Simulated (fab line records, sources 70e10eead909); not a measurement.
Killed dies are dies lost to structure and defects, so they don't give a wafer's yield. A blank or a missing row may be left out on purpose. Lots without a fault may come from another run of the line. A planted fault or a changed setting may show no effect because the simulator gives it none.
fab line records | flow nand_harc
record lots=19 wafers=57 last_day=32
route steps=1302 shown A_STAIRCASE@672
lots that met no fault: from a run of the same line without faults
start_h: hours from the record's first day to the start of the lot's first wafer shown | wait_h: hours since the lot's step before | " the same as in the row above | L1.1+2: a row that stands for several wafers | - no value, or no start given | * or withheld: withheld | < > ~ a bound
route shown NAME@n: a module of which the file shows steps, and the number in the route of the first | usual: mean/standard deviation of fault-free wafers | same: alike in all rows | chamber/n: place in a boat | sites: the reading at each site | _std_site: their standard deviation | _edge_site: outer sites' mean less inner sites' | radius_mm: how far each site lies from the wafer's centre | mask NAME#n: copy n | behind: the tool/chamber that last shaped the wafer | hold: why the lot was held/for how many hours/how that ended | device: the transistor (n, p or np) that didn't switch | end of line: the same wafers' tests at the end of the route | a step without rows: its recipe alone | killed: dies lost to structure and defects at the first sort, not the wafer's yield | map: a wafer's dies, x killed, . not, _ none there
set.NAME: the setting as run; set.NAME@STEP: as run at that earlier step | model.NAME: the simulator's own value behind a step, which no gauge read
steps of the route over a sample of lots; a table a step, a row a wafer
services: from which hour (start_h, from the record's first day; less than 0 if before it) a tool's chamber was out of use, for how many hours, and why
## steps
# step NHARC_A_STAIRCASE_TRIM_16
# recipe time_s=211.2 o2_flow_sccm=500 ar_flow_sccm=0 bias_w=0 chemistry=O2
# usual chamber_pressure_mTorr=60.00/0.05 drypump_motor_current_A=5.7/0.49 oes_product_au=1.004/0.014 rf_vpp_V=58.0/0.93 showerhead_plenum_p_Torr=3.60/0.15 throttle_valve_pct=17.037/0.0096
# columns lot.wafer tool chamber start_h wait_h chamber_pressure_mTorr drypump_motor_current_A oes_product_au rf_hours_counter_h rf_vpp_V showerhead_plenum_p_Torr throttle_valve_pct
L074.1 rie_diel-08 1 - - 60.02 5.5 1.014 52 57.1 3.56 17.031
L074.2 " 2 " " 60.07 6.4 1.007 44 57.0 3.55 17.033
L074.6 " 0 " " 60.03 6.1 1.025 - 56.9 3.29 17.036
L076.1 rie_diel-10 0 - - 60.07 5.0 1.020 37 60.5 3.79 17.038
L076.4 " 1 " " 59.98 5.6 1.002 40 56.3 3.75 17.039
L076.5 " 2 " " 60.02 5.1 1.003 - 58.2 3.79 17.025
L077.4 rie_diel-06 0 - - 59.98 6.1 1.029 18 56.6 3.45 17.035
L077.2 " 1 " " 60.02 5.6 0.998 18 57.5 3.37 17.024
L077.5 " 3 " " 60.00 6.2 0.995 - 56.1 3.44 17.037
L078.2 rie_diel-10 3 - - 59.87 5.8 0.989 48 57.3 3.56 17.055
L078.1 " 1 " " 59.97 5.5 0.994 49 57.6 3.75 17.048
L078.6 " 0 " " 60.00 5.0 1.014 - 58.7 3.78 17.026
L079.4 rie_diel-10 1 - - 60.00 5.6 1.010 52 59.1 3.74 17.041
L079.2 " 3 " " 60.05 5.8 0.990 52 57.5 3.56 17.045
L079.5 " 1 " " 59.95 5.5 1.010 - 58.0 3.74 17.043
L080.2 rie_diel-10 3 - - 60.09 5.7 0.983 54 57.6 3.56 17.047
L080.1 " 1 " " 59.95 5.5 1.002 53 59.2 3.74 17.030
L080.6 " 0 " " 60.04 5.0 1.013 - 58.2 3.78 17.055
L081.4 rie_diel-08 2 - - 60.05 6.3 1.017 12 59.8 3.54 17.024
L081.1 " 1 " " 60.07 5.5 1.007 10 56.8 3.56 17.046
L081.5 " 3 " " 60.00 5.1 1.005 - 58.8 3.61 17.036
L082.4 rie_diel-06 1 - - 60.02 5.6 0.994 36 57.6 3.36 17.036
L082.3 " 2 " " 59.94 6.3 1.014 45 58.9 3.78 17.033
L082.5 " 0 " " 60.05 6.2 1.025 - 59.3 3.44 17.036
L083.4 rie_diel-06 2 - - 60.01 6.4 0.995 48 59.1 3.78 17.049
L083.3 " 3 " " 60.02 6.2 1.005 47 59.1 3.43 17.036
L083.6 " 3 " " 60.00 6.3 0.998 - 57.1 3.43 17.047
L087.2 rie_diel-06 0 - - 60.00 6.1 1.019 47 57.0 3.43 17.038
L087.1 " 2 " " 60.00 6.3 0.999 57 58.2 3.78 17.030
L087.3 " 3 " " 59.98 6.2 0.996 58 57.0 3.42 17.039
L085.3 rie_diel-08 2 - - 60.06 6.3 1.015 33 57.6 3.53 17.037
L085.2 " 3 " " 60.09 5.1 0.990 34 58.2 3.60 17.033
L085.6 " 1 " " 60.04 5.5 0.996 - 57.0 3.54 17.043
L089.2 rie_diel-08 1 - - 60.05 5.5 0.990 45 57.7 3.54 17.041
L089.4 " 3 " " 59.93 5.1 0.992 48 58.2 3.59 17.047
L089.5 " 2 " " 60.10 6.4 1.010 - 57.3 3.52 17.049
L091.2 rie_diel-08 2 - - 60.03 6.4 1.009 51 58.1 3.52 17.023
L091.3 " 3 " " 59.99 5.1 0.990 52 58.0 3.59 17.043
L091.4 " 0 " " 59.93 6.1 1.020 50 58.6 3.78 17.029
L090.4 rie_diel-08 3 - - 60.08 5.1 0.981 52 59.2 3.59 17.059
L090.2 " 0 " " 59.98 6.1 1.022 50 58.5 3.78 17.046
L090.5 " 3 " " 59.95 5.1 0.991 - 58.7 3.59 17.046
L093.1 rie_diel-06 3 - - 60.00 6.2 0.976 20 57.6 3.41 17.034
L093.2 " 0 " " 60.02 6.1 1.008 24 58.5 3.41 17.035
L093.5 " 1 " " 60.05 5.6 1.018 - 57.1 3.34 17.034
L092.2 rie_diel-06 2 - - 59.98 6.4 0.995 17 58.5 3.76 17.038
L092.4 " 1 " " 59.96 5.6 1.027 21 58.7 3.34 17.043
L092.6 " 3 " " 59.90 6.2 0.983 - 55.4 3.41 17.029
L094.2 rie_diel-10 2 - - 60.01 5.1 1.002 29 58.6 3.76 17.035
L094.1 " 0 " " 59.99 5.0 0.993 29 58.9 3.76 17.028
L094.3 " 1 " " 60.04 5.5 0.989 22 57.9 3.73 17.023
L095.1 rie_diel-06 3 - - 60.00 6.3 0.974 30 56.5 3.40 17.039
L095.2 " 0 " " 60.00 6.1 0.997 33 57.6 3.41 17.039
L095.6 " 2 " " 59.96 6.4 0.974 - 58.7 3.76 17.033
L096.1 rie_diel-08 3 - - 59.95 5.1 1.012 8 59.0 3.58 17.042
L096.4 " 1 " " 59.90 5.5 0.982 - 58.7 3.53 17.040
L096.6 " 2 " " 59.97 6.3 1.012 - 56.5 3.51 17.039
# step NHARC_A_STAIRCASE_ETCH_17
# recipe target_depth_a=1000 time_s=40.5 ion_energy_ev=400 c4f8_flow_sccm=20 o2_flow_sccm=10 ar_flow_sccm=withheld rf_w=600 bias_w=1000 chemistry=C4F8/O2
# usual chamber_pressure_mTorr=24.996/0.022 oes_product_au=0.944/0.014 rf_fwd_power_W=592.3/2.7 rf_vpp_V=898/5.4
# columns lot.wafer tool chamber start_h wait_h chamber_pressure_mTorr oes_product_au rf_fwd_power_W rf_hours_counter_h rf_vpp_V
L074.2 rie_diel-08 1 - - 24.995 0.928 593.9 52 896
L074.1 " 2 " " 24.985 0.937 591.4 44 897
L074.6 " 1 " " 25.032 0.941 594.1 - 897
L076.1 rie_diel-10 0 - - 24.978 0.953 588.8 38 906
L076.4 " 1 " " 25.005 0.948 590.1 40 905
L076.5 " 3 " " 24.965 0.931 593.0 - 897
L077.2 rie_diel-06 0 - - 25.015 0.954 594.6 18 893
L077.4 " 2 " " 24.953 0.950 589.5 24 905
L077.5 " 3 " " 24.973 0.928 590.4 - 891
L078.1 rie_diel-10 0 - - 24.985 0.952 589.1 47 904
L078.2 " 1 " " 25.013 0.962 590.3 49 903
L078.6 " 1 " " 24.993 0.960 589.0 - 904
L079.4 rie_diel-10 0 - - 24.995 0.957 591.0 49 904
L079.2 " 2 " " 24.952 0.982 592.6 47 904
L079.5 " 0 " " 24.992 0.948 593.0 - 905
L080.2 rie_diel-10 3 - - 24.980 0.928 598.6 54 897
L080.1 " 0 " " 24.984 0.951 589.0 51 904
L080.6 " 3 " " 24.996 0.930 597.1 - 898
L081.4 rie_diel-08 2 - - 24.957 0.957 588.9 12 896
L081.1 " 1 " " 24.995 0.947 590.5 10 898
L081.5 " 3 " " 24.994 0.926 596.9 - 897
L082.3 rie_diel-06 0 - - 25.003 0.962 588.9 35 893
L082.4 " 3 " " 24.997 0.938 589.0 44 893
L082.5 " 0 " " 24.980 0.971 592.1 - 893
L083.4 rie_diel-06 1 - - 25.005 0.941 587.8 37 892
L083.3 " 3 " " 24.985 0.943 586.5 47 893
L083.6 " 1 " " 24.992 0.950 587.0 - 889
L087.1 rie_diel-06 3 - - 25.002 0.942 590.3 58 891
L087.3 " 0 " " 24.979 0.971 591.9 48 892
L087.2 " 2 " " 25.000 0.943 594.6 57 904
L085.2 rie_diel-08 2 - - 24.998 0.954 590.3 33 896
L085.3 " 3 " " 25.038 0.918 594.5 34 899
L085.6 " 3 " " 25.026 0.919 590.6 - 900
L089.4 rie_diel-08 1 - - 24.981 0.918 595.0 45 896
L089.2 " 2 " " 25.013 0.940 593.4 48 896
L089.5 " 0 " " 24.997 0.953 590.1 - 905
L091.2 rie_diel-08 0 - - 24.998 0.959 594.6 50 905
L091.4 " 2 " " 24.993 0.951 593.4 51 896
L091.3 " 3 " " 24.987 0.919 594.7 52 899
L090.2 rie_diel-08 2 - - 24.988 0.962 589.9 51 897
L090.4 " 3 " " 25.007 0.930 594.8 52 900
L090.5 " 3 " " 24.990 0.929 594.1 - 899
L093.1 rie_diel-06 0 - - 24.989 0.935 591.4 24 892
L093.2 " 1 " " 24.992 0.964 592.1 21 888
L093.5 " 0 " " 25.016 0.940 589.2 - 893
L092.2 rie_diel-06 3 - - 25.007 0.911 587.8 20 891
L092.4 " 0 " " 24.968 0.941 593.9 24 893
L092.6 " 3 " " 24.985 0.905 588.3 - 892
L094.3 rie_diel-10 0 - - 25.001 0.939 588.3 29 906
L094.1 " 1 " " 25.032 0.938 591.1 22 903
L094.2 " 2 " " 24.971 0.939 595.7 29 904
L095.1 rie_diel-06 2 - - 24.983 0.935 591.4 26 903
L095.2 " 3 " " 25.025 0.935 590.9 30 891
L095.6 " 2 " " 25.001 0.934 594.6 - 905
L096.1 rie_diel-08 1 - - 24.955 0.938 590.1 6 894
L096.6 " 3 " " 24.995 0.954 593.3 - 898
L096.4 " 1 " " 24.987 0.929 589.8 - 896
# step NHARC_A_STAIRCASE_ETCH_25
# recipe target_depth_a=1000 time_s=40.5 ion_energy_ev=400 c4f8_flow_sccm=20 o2_flow_sccm=10 ar_flow_sccm=withheld rf_w=600 bias_w=1000 chemistry=C4F8/O2
# usual chamber_pressure_mTorr=25.003/0.027 oes_product_au=0.948/0.016 rf_fwd_power_W=592.1/2.9 rf_vpp_V=899/5.3
# columns lot.wafer tool chamber start_h wait_h chamber_pressure_mTorr oes_product_au rf_fwd_power_W rf_hours_counter_h rf_vpp_V
L074.2 rie_diel-10 1 - - 24.992 0.939 589.4 33 904
L074.1 " 3 " " 25.019 0.950 594.1 32 897
L074.6 " 0 " " 25.026 0.967 590.1 - 905
L076.1 rie_diel-08 1 - - 25.026 0.964 593.1 1 898
L076.4 " 2 " " 24.961 0.977 588.2 1 896
L076.5 " 1 " " 25.008 0.952 593.9 - 896
L077.4 rie_diel-10 2 - - 24.989 0.970 595.3 40 906
L077.2 " 0 " " 25.012 0.971 589.1 40 906
L077.5 " 1 " " 25.014 0.949 589.7 - 904
L078.2 rie_diel-10 3 - - 25.009 0.934 592.0 49 898
L078.1 " 0 " " 24.999 0.940 590.1 47 905
L078.6 " 1 " " 24.987 0.938 590.5 - 904
L079.4 rie_diel-10 3 - - 25.031 0.924 592.7 52 897
L079.2 " 0 " " 24.961 0.939 591.3 50 905
L079.5 " 3 " " 25.012 0.930 592.3 - 898
L080.1 rie_diel-06 1 - - 24.993 0.947 588.1 27 890
L080.2 " 2 " " 24.999 0.962 592.3 34 906
L080.6 " 3 " " 25.174 0.953 588.7 - 892
L081.1 rie_diel-06 2 - - 24.999 0.953 594.5 35 905
L081.4 " 0 " " 24.971 0.974 591.0 29 892
L081.5 " 2 " " 24.990 0.938 597.5 - 906
L082.4 rie_diel-10 3 - - 25.018 0.928 598.9 1 897
L082.3 " 1 " " 25.015 0.935 590.7 1 902
L082.5 " 3 " " 25.054 0.929 596.1 - 897
L083.3 rie_diel-10 0 - - 25.024 0.940 588.4 5 904
L083.4 " 1 " " 24.992 0.951 592.5 5 902
L083.6 " 0 " " 25.039 0.936 587.9 - 903
L087.2 rie_diel-06 0 - - 24.944 0.966 592.3 48 893
L087.3 " 1 " " 25.010 0.940 592.5 43 890
L087.1 " 3 " " 25.013 0.933 592.0 59 893
L085.2 rie_diel-08 1 - - 24.997 0.933 595.0 32 897
L085.3 " 2 " " 24.991 0.967 592.0 34 896
L085.6 " 0 " " 24.978 0.964 591.2 - 905
L089.4 rie_diel-08 2 - - 25.005 0.972 592.5 48 897
L089.2 " 0 " " 24.997 0.957 594.9 46 906
L089.5 " 2 " " 25.052 0.970 591.2 - 896
L091.3 rie_diel-08 3 - - 25.015 0.927 593.7 53 898
L091.4 " 0 " " 25.009 0.952 589.7 51 905
L091.2 " 1 " " 25.063 0.956 595.5 50 898
L090.4 rie_diel-06 2 - - 24.987 0.927 590.7 9 905
L090.2 " 3 " " 25.033 0.917 591.2 12 892
L090.5 " 3 " " 24.989 0.913 587.0 - 891
L093.2 rie_diel-06 3 - - 25.017 0.905 587.6 21 892
L093.1 " 1 " " 25.013 0.964 588.0 22 889
L093.5 " 3 " " 25.017 0.913 588.1 - 892
L092.2 rie_diel-10 1 - - 24.985 0.935 588.2 20 904
L092.4 " 3 " " 25.039 0.943 595.6 28 896
L092.6 " 1 " " 24.992 0.926 590.4 - 904
L094.2 rie_diel-10 0 - - 24.985 0.947 588.7 29 906
L094.3 " 2 " " 25.041 0.946 594.6 29 905
L094.1 " 3 " " 24.969 0.937 593.3 31 897
L095.2 rie_diel-08 0 - - 24.998 0.964 592.1 2 905
L095.1 " 2 " " 24.985 0.956 591.9 2 896
L095.6 " 0 " " 24.999 0.972 595.9 - 905
L096.4 rie_diel-10 3 - - 24.973 0.932 593.6 38 896
L096.1 " 1 " " 24.983 0.949 591.2 32 903
L096.6 " 0 " " 24.983 0.953 592.2 - 904
# step NHARC_A_STAIRCASE_ETCH_188
# recipe target_depth_a=1000 time_s=40.5 ion_energy_ev=400 c4f8_flow_sccm=20 o2_flow_sccm=10 ar_flow_sccm=withheld rf_w=600 bias_w=1000 chemistry=C4F8/O2
# usual chamber_pressure_mTorr=24.996/0.025 oes_product_au=0.944/0.018 rf_fwd_power_W=591.5/2.4 rf_vpp_V=897/5.9
# columns lot.wafer tool chamber start_h wait_h chamber_pressure_mTorr oes_product_au rf_fwd_power_W rf_hours_counter_h rf_vpp_V
L074.1 rie_diel-08 0 - - 24.983 0.967 593.0 55 888
L074.2 " 1 " " 25.013 0.958 592.9 57 897
L074.6 " 1 " " 24.967 0.958 595.2 - 898
L076.4 rie_diel-08 2 - - 24.981 0.995 590.3 2 896
L076.1 " 3 " " 24.989 0.953 593.3 2 900
L076.5 " 2 " " 25.031 0.985 590.4 - 895
L077.4 rie_diel-08 0 - - 24.987 0.942 593.1 3 907
L077.2 " 2 " " 24.970 0.950 590.6 3 896
L077.5 " 0 " " 24.999 0.945 592.7 - 906
L078.2 rie_diel-06 3 - - 24.973 0.928 587.7 30 895
L078.1 " 0 " " 24.973 0.944 592.3 23 893
L078.6 " 0 " " 24.984 0.944 593.0 - 893
L079.4 rie_diel-06 3 - - 24.967 0.968 586.6 33 892
L079.2 " 2 " " 25.016 0.963 596.1 32 905
L079.5 " 0 " " 25.014 0.971 592.2 - 894
L080.1 rie_diel-10 2 - - 24.997 0.962 594.1 50 906
L080.2 " 3 " " 24.978 0.936 598.2 55 898
L080.6 " 1 " " 25.039 0.946 592.5 - 903
L081.1 rie_diel-06 2 - - 24.969 0.924 591.8 35 905
L081.4 " 3 " " 24.953 0.930 589.7 36 892
L081.5 " 2 " " 24.990 0.924 594.9 - 904
L082.4 rie_diel-06 1 - - 25.027 0.964 587.6 37 889
L082.3 " 3 " " 24.992 0.945 592.3 45 893
L082.5 " 2 " " 24.996 0.950 593.8 - 904
L083.3 rie_diel-06 3 - - 25.004 0.938 589.6 47 892
L083.4 " 2 " " 24.966 0.938 590.6 48 905
L083.6 " 3 " " 24.990 0.953 589.6 - 891
L085.3 rie_diel-06 0 - - 24.992 0.967 592.8 49 892
L085.2 " 1 " " 25.029 0.930 585.6 44 889
L085.6 " 1 " " 25.007 0.939 588.3 - 891
L087.3 rie_diel-10 2 - - 25.011 0.942 597.2 13 903
L087.2 " 3 " " 25.042 0.945 591.4 14 897
L087.1 " 0 " " 24.947 0.936 591.1 14 905
L089.2 rie_diel-06 2 - - 25.048 0.923 591.4 8 905
L089.4 " 0 " " 24.981 0.934 592.2 12 893
L089.5 " 2 " " 25.021 0.922 591.5 - 905
L091.4 rie_diel-06 2 - - 24.962 0.920 589.9 10 905
L091.3 " 3 " " 25.030 0.915 590.6 13 892
L091.2 " 1 " " 25.003 0.954 592.4 12 888
L090.4 rie_diel-06 0 - - 25.005 0.925 592.4 14 894
L090.2 " 2 " " 25.012 0.926 592.9 10 903
L090.5 " 1 " " 25.013 0.949 588.8 - 890
L092.2 rie_diel-08 3 - - 24.979 0.931 592.2 62 898
L092.6 " 1 " " 24.987 0.949 592.9 - 896
L092.4 " 0 " " 24.968 0.953 591.5 - 905
L093.1 rie_diel-06 3 - - 25.015 0.921 590.1 22 891
L093.2 " 2 " " 25.040 0.929 592.3 20 905
L093.5 " 0 " " 24.975 0.935 588.6 - 894
L094.2 rie_diel-10 0 - - 24.977 0.945 587.6 30 905
L094.1 " 1 " " 24.990 0.944 593.5 24 903
L094.3 " 3 " " 24.988 0.937 594.5 31 897
L095.2 rie_diel-06 0 - - 24.974 0.931 596.1 34 892
L095.1 " 1 " " 25.022 0.964 588.4 30 888
L095.6 " 1 " " 24.985 0.961 591.1 - 887
L096.4 rie_diel-06 2 - - 25.020 0.904 591.0 30 905
L096.1 " 0 " " 25.037 0.922 590.2 37 891
L096.6 " 3 " " 25.010 0.908 588.0 - 891
# step NHARC_A_STAIRCASE_TRIM_196
# recipe time_s=211.2 o2_flow_sccm=500 ar_flow_sccm=0 bias_w=0 chemistry=O2
# usual chamber_pressure_mTorr=60.00/0.051 drypump_motor_current_A=5.8/0.48 oes_product_au=1.001/0.015 rf_vpp_V=58.0/0.99 showerhead_plenum_p_Torr=3.60/0.15 throttle_valve_pct=17.036/0.0099
# columns lot.wafer tool chamber start_h wait_h chamber_pressure_mTorr drypump_motor_current_A oes_product_au rf_hours_counter_h rf_vpp_V showerhead_plenum_p_Torr throttle_valve_pct
L074.2 rie_diel-06 0 356.99 0.1 59.98 6.2 1.024 10 58.0 3.45 17.032
L074.1 " 3 " " 60.10 6.3 1.000 12 57.9 3.44 17.030
L074.6 " 0 " " 60.11 6.2 1.015 - 56.6 3.45 17.052
L076.4 rie_diel-08 0 382.88 0.1 60.08 6.0 1.008 2 58.3 3.81 17.031
L076.1 " 1 " " 59.99 5.5 1.008 2 58.3 3.56 17.043
L076.5 " 3 " " 59.97 5.1 0.997 - 57.3 3.62 17.021
L077.2 rie_diel-08 2 385.16 0.2 60.06 6.3 1.033 4 57.5 3.55 17.058
L077.4 " 3 " " 60.03 5.1 0.996 4 57.6 3.61 17.038
L077.5 " 1 " " 59.95 5.5 1.022 - 59.1 3.56 17.017
L078.2 rie_diel-06 2 396.09 0.1 59.94 6.4 1.007 29 56.5 3.79 17.024
L078.1 " 1 " " 60.07 5.5 1.009 23 57.2 3.37 17.029
L078.6 " 3 " " 60.08 6.2 1.006 - 55.6 3.43 17.038
L079.2 rie_diel-06 3 410.16 0.1 59.88 6.3 0.999 33 57.7 3.43 17.043
L079.4 " 1 " " 59.98 5.5 0.988 26 58.0 3.37 17.051
L079.5 " 0 " " 60.06 6.2 1.017 - 57.0 3.44 17.044
L080.1 rie_diel-06 2 416.53 0.1 59.96 6.3 1.003 34 59.6 3.79 17.035
L080.2 " 3 " " 60.01 6.2 1.021 35 57.1 3.43 17.039
L080.6 " 1 " " 60.02 5.6 0.997 - 58.4 3.37 17.026
L081.1 rie_diel-08 1 422.20 0.2 60.08 5.5 1.009 13 56.9 3.55 17.022
L081.4 " 3 " " 59.96 5.1 0.998 15 58.9 3.61 17.036
L081.5 " 0 " " 60.00 6.1 1.006 - 59.0 3.80 17.045
L082.4 rie_diel-08 2 438.87 0.1 60.05 6.3 1.010 20 57.4 3.54 17.019
L082.3 " 0 " " 60.05 6.0 1.017 22 58.5 3.80 17.038
L082.5 " 2 " " 59.96 6.3 1.017 - 58.6 3.54 17.049
L083.4 rie_diel-10 0 454.23 0.1 60.01 5.0 0.990 9 58.2 3.77 17.015
L083.3 " 3 " " 59.93 5.7 1.000 9 58.8 3.55 17.019
L083.6 " 1 " " 60.05 5.5 1.010 - 57.6 3.74 17.039
L085.3 rie_diel-08 1 474.70 0.1 59.98 5.5 0.986 33 57.0 3.54 17.019
L085.2 " 2 " " 60.04 6.4 1.012 35 58.2 3.53 17.023
L085.6 " 2 " " 60.04 6.4 1.012 - 59.3 3.53 17.047
L087.3 rie_diel-10 0 475.27 0.1 60.03 5.0 0.985 14 59.2 3.77 17.017
L087.2 " 2 " " 59.95 5.1 0.992 13 58.4 3.77 17.042
L087.1 " 3 " " 59.98 5.8 0.990 14 57.8 3.55 17.029
L089.4 rie_diel-06 3 516.03 0.1 59.97 6.2 0.979 11 56.9 3.41 17.024
L089.2 " 2 " " 60.04 6.3 0.999 9 58.9 3.77 17.034
L089.5 " 3 " " 60.07 6.2 0.970 - 57.1 3.41 17.064
L091.4 rie_diel-08 2 520.27 0.1 60.12 6.3 1.015 53 58.5 3.52 17.036
L091.3 " 3 " " 60.08 5.1 0.989 55 56.3 3.59 17.048
L091.2 " 0 " " 60.07 6.1 1.021 53 59.5 3.78 17.033
L090.2 rie_diel-08 0 520.54 0.1 60.02 6.1 1.017 53 59.5 3.78 17.045
L090.4 " 2 " " 59.92 6.3 1.008 53 58.3 3.52 17.034
L090.5 " 3 " " 60.01 5.1 0.987 - 59.1 3.59 17.023
L092.4 rie_diel-10 1 541.41 0.1 59.96 5.5 0.993 21 60.5 3.73 17.027
L092.2 " 0 " " 60.04 5.0 0.996 27 58.4 3.76 17.030
L092.6 " 2 " " 59.99 5.1 0.995 - 58.9 3.76 17.017
L093.2 rie_diel-06 0 541.71 0.1 60.03 6.2 0.992 26 57.7 3.41 17.023
L093.1 " 1 " " 59.96 5.6 1.026 23 56.8 3.34 17.035
L093.5 " 3 " " 60.05 6.2 0.963 - 55.8 3.40 17.036
L094.3 rie_diel-10 0 549.36 0.1 59.94 5.0 0.998 30 56.9 3.76 17.031
L094.1 " 1 " " 60.01 5.5 0.988 24 57.9 3.73 17.010
L094.2 " 2 " " 59.99 5.1 0.997 30 58.5 3.76 17.041
L095.2 rie_diel-06 1 560.77 0.1 60.11 5.6 1.018 30 57.8 3.34 17.056
L095.1 " 2 " " 60.03 6.4 0.991 26 57.8 3.76 17.043
L095.6 " 2 " " 60.04 6.4 0.981 - 59.1 3.76 17.034
L096.1 rie_diel-08 1 572.43 0.1 59.97 5.5 0.982 6 57.2 3.52 17.046
L096.4 " 3 " " 60.00 5.1 1.005 - 58.0 3.58 17.030
L096.6 " 2 " " 60.01 6.3 1.009 - 58.8 3.51 17.043
# step NHARC_A_STAIRCASE_ETCH_452
# recipe target_depth_a=300 overetch_a=30 time_s=16.5 ion_energy_ev=100 cf4_flow_sccm=80 o2_flow_sccm=20 ar_flow_sccm=0 rf_w=300 bias_w=100 chemistry=CF4/O2
# usual chamber_pressure_mTorr=29.997/0.024 drypump_motor_current_A=5.8/0.48 oes_product_au=1.002/0.015 rf_fwd_power_W=293.5/1.4 rf_vpp_V=198.2/1.6 showerhead_plenum_p_Torr=1.36/0.066 throttle_valve_pct=13.397/0.008
# columns lot.wafer tool chamber start_h wait_h chamber_pressure_mTorr drypump_motor_current_A oes_product_au rf_fwd_power_W rf_hours_counter_h rf_vpp_V showerhead_plenum_p_Torr throttle_valve_pct
L074.1 rie_diel-10 1 - - 29.978 5.5 1.005 293.4 45 200.5 1.42 13.402
L074.2 " 3 " " 29.991 5.7 1.007 294.5 41 198.2 1.35 13.391
L074.6 " 0 " " 30.028 5.0 1.019 291.3 - 199.9 1.44 13.404
L076.1 rie_diel-10 0 - - 29.984 4.9 1.010 292.8 48 199.1 1.43 13.401
L076.4 " 1 " " 30.056 5.5 1.000 292.8 51 198.7 1.42 13.389
L076.5 " 3 " " 29.996 5.7 0.997 296.3 - 196.1 1.35 13.404
L077.2 rie_diel-06 2 - - 30.022 6.3 0.997 293.7 31 199.5 1.44 13.402
L077.4 " 3 " " 30.011 6.2 1.005 293.2 32 197.9 1.30 13.401
L077.5 " 2 " " 30.015 6.3 0.995 294.2 - 200.5 1.44 13.400
L078.1 rie_diel-08 3 - - 29.995 5.1 0.989 295.8 13 198.1 1.37 13.407
L078.2 " 2 " " 30.013 6.4 1.012 293.1 11 197.6 1.34 13.403
L078.6 " 0 " " 29.996 6.0 0.999 293.4 - 200.7 1.44 13.396
L079.2 rie_diel-10 0 - - 30.010 5.0 1.003 293.7 0 200.1 1.43 13.411
L079.4 " 1 " " 29.986 5.5 1.007 292.9 0 199.5 1.42 13.391
L079.5 " 3 " " 30.033 5.7 0.995 296.9 - 197.7 1.35 13.408
L080.1 rie_diel-06 2 - - 29.993 6.3 0.995 294.5 46 198.5 1.44 13.394
L080.2 " 0 " " 29.996 6.1 1.022 292.9 36 197.0 1.30 13.406
L080.6 " 3 " " 30.001 6.2 1.004 292.6 - 196.6 1.29 13.392
L081.1 rie_diel-06 3 - - 30.069 6.2 0.991 293.3 52 197.8 1.29 13.395
L081.4 " 0 " " 29.985 6.1 1.020 293.5 41 195.8 1.30 13.391
L081.5 " 2 " " 29.984 6.3 0.994 292.8 - 198.8 1.43 13.414
L082.3 rie_diel-08 0 - - 30.014 6.1 1.007 293.7 30 200.4 1.44 13.402
L082.4 " 1 " " 30.016 5.5 0.992 293.2 28 196.3 1.34 13.406
L082.5 " 2 " " 30.016 6.3 1.020 292.8 - 197.9 1.34 13.396
L083.3 rie_diel-08 3 - - 30.014 5.1 0.986 294.1 35 199.5 1.36 13.413
L083.4 " 1 " " 30.011 5.5 0.991 294.6 32 197.9 1.34 13.386
L083.6 " 0 " " 29.978 6.0 1.008 295.3 - 199.0 1.44 13.400
L085.2 rie_diel-08 3 - - 30.028 5.1 0.989 294.3 41 200.2 1.36 13.393
L085.3 " 2 " " 30.011 6.3 1.014 292.8 41 197.9 1.33 13.396
L085.6 " 3 " " 29.991 5.1 0.984 293.5 - 197.7 1.36 13.401
L087.3 rie_diel-06 2 - - 29.993 6.4 0.979 294.8 1 200.1 1.43 13.406
L087.1 " 0 " " 30.022 6.1 0.993 292.6 2 196.9 1.29 13.391
L087.2 " 1 " " 29.998 5.6 1.013 292.8 1 195.2 1.27 13.387
L089.4 rie_diel-06 1 - - 29.987 5.6 1.035 293.7 21 196.7 1.26 13.400
L089.2 " 0 " " 30.021 6.1 0.996 291.0 24 196.9 1.29 13.400
L089.5 " 1 " " 29.943 5.6 1.025 292.1 - 195.1 1.26 13.399
L091.4 rie_diel-06 0 - - 30.015 6.1 1.007 291.7 25 197.8 1.29 13.393
L091.2 " 1 " " 29.993 5.5 1.030 293.2 22 196.4 1.26 13.410
L091.3 " 2 " " 30.004 6.3 0.996 293.6 19 199.5 1.43 13.388
L090.4 rie_diel-10 3 - - 30.003 5.8 0.994 293.6 28 198.7 1.34 13.387
L090.2 " 0 " " 29.995 5.0 0.997 292.4 27 198.9 1.43 13.393
L090.5 " 3 " " 29.974 5.7 0.994 295.5 - 196.6 1.34 13.408
L093.1 rie_diel-06 1 - - 30.044 5.5 1.023 292.3 31 195.9 1.26 13.387
L093.2 " 0 " " 30.001 6.1 0.991 292.9 35 196.5 1.29 13.418
L093.5 " 0 " " 29.988 6.1 1.001 292.7 - 195.6 1.29 13.406
L092.4 rie_diel-10 2 - - 30.004 5.1 1.005 295.7 38 199.7 1.43 13.389
L092.2 " 0 " " 29.984 5.0 1.005 292.0 35 198.5 1.43 13.391
L092.6 " 2 " " 29.963 5.1 1.008 296.2 - 198.1 1.43 13.387
L094.3 rie_diel-08 3 - - 30.018 5.1 1.025 293.4 10 198.7 1.35 13.396
L094.1 " 0 " " 29.984 6.1 1.029 294.6 5 199.6 1.43 13.403
L094.2 " 2 " " 29.983 6.3 1.014 292.6 9 198.1 1.33 13.397
L095.1 rie_diel-06 1 - - 30.004 5.6 1.032 292.0 36 196.4 1.26 13.399
L095.2 " 2 " " 29.962 6.4 0.994 293.5 33 201.3 1.42 13.397
L095.6 " 0 " " 29.989 6.1 0.997 293.5 - 197.3 1.29 13.391
L096.4 rie_diel-06 3 - - 29.952 6.2 0.990 292.6 39 195.6 1.28 13.379
L096.1 " 1 " " 29.965 5.5 1.031 293.1 43 196.2 1.26 13.387
L096.6 " 2 " " 30.021 6.3 0.990 294.9 - 200.7 1.42 13.392
## services
# columns tool chamber start_h hours kind
rie_diel-06 0 340.94 - clean
rie_diel-06 1 340.94 - clean
rie_diel-06 2 340.94 - clean
rie_diel-06 3 340.94 - clean
rie_diel-08 1 362.69 5.6 repair
rie_diel-06 0 365.86 - clean
rie_diel-06 1 365.86 - clean
rie_diel-06 2 365.86 - clean
rie_diel-06 3 365.86 - clean
rie_diel-08 - 367.84 9.0 pm
rie_diel-06 - 384.12 1.8 repair
rie_diel-06 0 390.40 - clean
rie_diel-06 1 390.40 - clean
rie_diel-06 2 390.40 - clean
rie_diel-06 3 390.40 - clean
rie_diel-06 0 414.91 - clean
rie_diel-10 - 420.00 9.0 pm
rie_diel-10 1 466.77 17.7 repair
rie_diel-06 2 474.45 7.3 repair
rie_diel-06 - 484.37 9.0 pm
rie_diel-10 - 491.56 33.9 repair
rie_diel-08 - 541.65 3.1 repair
rie_diel-08 - 544.84 9.0 pm
rie_diel-06 3 558.29 5.9 repair
## key
fault none
